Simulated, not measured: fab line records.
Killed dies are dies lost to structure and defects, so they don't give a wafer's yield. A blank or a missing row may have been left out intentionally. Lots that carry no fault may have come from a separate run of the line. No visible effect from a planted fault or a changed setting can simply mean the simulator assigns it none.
2 desks, one fault    flow nandHarc    only its own numbers are on each desk; what lay behind them is given at the end

METROLOGY DESK
What the gauges read for every lot (on any tool): the sampled wafers with a number, averaged. If a lot's mean is further than 4 standard deviations from the usual mean, the lot is out of limits and carries the mark OUT (the distance appears in the brackets).
Columns: A = cdNm at NHARC_THIN_TSV_CD_MEAS_16, usual 1000.5 nm; B = cdNm at NHARC_THIN_TSV_CD_MEAS_33, usual 4999.5 nm; C = cdNm at NHARC_THIN_TSV_CD_MEAS_37, usual 4999.9 nm
lot   first seen here  A       B       C
L248  day 19 00:59     1002.0  5001.2  5003.6
L246  day 19 02:56     999.3   5000.8  5001.2
L257  day 21 12:17     1003.2  5000.2  5003.7
L258  day 21 13:37     1002.6  5000.0  5003.0
L261  day 21 23:06     999.2   4999.6  4999.0
L267  day 23 13:18     1001.8  5000.6  5002.5
Finding of this desk: none of the 6 lots has anything out of limits.

FOR THE TOOL OWNER'S DESK: pvdSputter-02
The tool's own readings at NHARC_THIN_TSV_PVD_19 (deposits TaN, target thk 20 nm): means of the sampled wafers that have a number, for each lot that ran on this tool. If a lot's mean is further than 4 standard deviations from the usual mean, the lot is out of limits and carries the mark OUT (the distance appears in the brackets).
Columns: A = throttleValvePct at NHARC_THIN_TSV_PVD_19, usual 30.1 %
lot   first seen here  A
L248  day 19 02:58     30.3
L257  day 21 14:15     30.4
L258  day 21 15:35     30.4
Finding of this desk: none of the 3 lots has anything out of limits.

ALL TOGETHER
The metrology desk saw nothing out of limits.
The tool owner's desk saw nothing out of limits.

WHAT THE SIMULATOR HAD INSERTED
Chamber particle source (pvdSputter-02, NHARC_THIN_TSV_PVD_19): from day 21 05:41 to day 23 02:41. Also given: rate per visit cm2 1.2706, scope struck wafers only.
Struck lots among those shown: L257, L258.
